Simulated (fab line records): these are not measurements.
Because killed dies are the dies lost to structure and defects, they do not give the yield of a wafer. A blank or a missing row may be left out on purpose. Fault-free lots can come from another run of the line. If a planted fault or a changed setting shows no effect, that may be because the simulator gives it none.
Matching of chambers -- flow n5Finfet -- N5_BEOL_M0_SAQP_MANDREL_ETCH_20 on rieSi-05: 4 sister chambers
The step etches a-Si in HBr/Cl2, stops on SiNx, target depth 60 nm, bt time 10 s, time 30 s. 8 wafers are shown with their chamber, then 9 later ones without.

## WAFERS WITH THEIR CHAMBER
wafer,chamber,drypumpMotorCurrentA (A),throttleValvePct (%)
L082.4,1,6.2,35.3
L085.1,0,5.3,35.5
L089.1,2,6.4,35.4
L089.4,3,5.9,36.2
L089.6,0,5.3,35.4
L091.2,1,6.1,35.4
L091.3,3,5.8,36.1
L091.5,2,6.4,35.4

## WAFERS WHOSE CHAMBER IS MISSING
wafer,drypumpMotorCurrentA (A),throttleValvePct (%)
L093.3,5.8,36.2
L093.5,6.4,35.4
L093.6,5.8,36.1
L095.2,6.1,35.3
L095.5,5.3,35.5
L095.6,6.1,35.3
L096.4,6.2,35.4
L096.5,5.3,35.5
L096.6,6.4,35.4

## CHAMBER TAKEN BY EACH
wafer,from the rows above,in truth
L093.3,3,3
L093.5,2,2
L093.6,3,3
L095.2,1,1
L095.5,0,0
L095.6,1,1
L096.4,1,1
L096.5,0,0
L096.6,2,2
9 of 9 placed correctly. Not placeable from these rows: 0. Placed wrongly: 0.
How it was worked out, from the rows above alone: a wafer's distance from a chamber is the root of the sum, over the readings, of the square of ((its reading less the chamber's mean) divided by the reading's scatter). The wafer belongs to the nearest chamber; if the next one is less than 2 further off, it can't be placed. The mean given for a chamber averages the wafers shown for that chamber. The scatter is the square root of a quotient: the sum, over the shown wafers, of each reading's squared deviation from its chamber's mean, divided by wafers minus chambers.
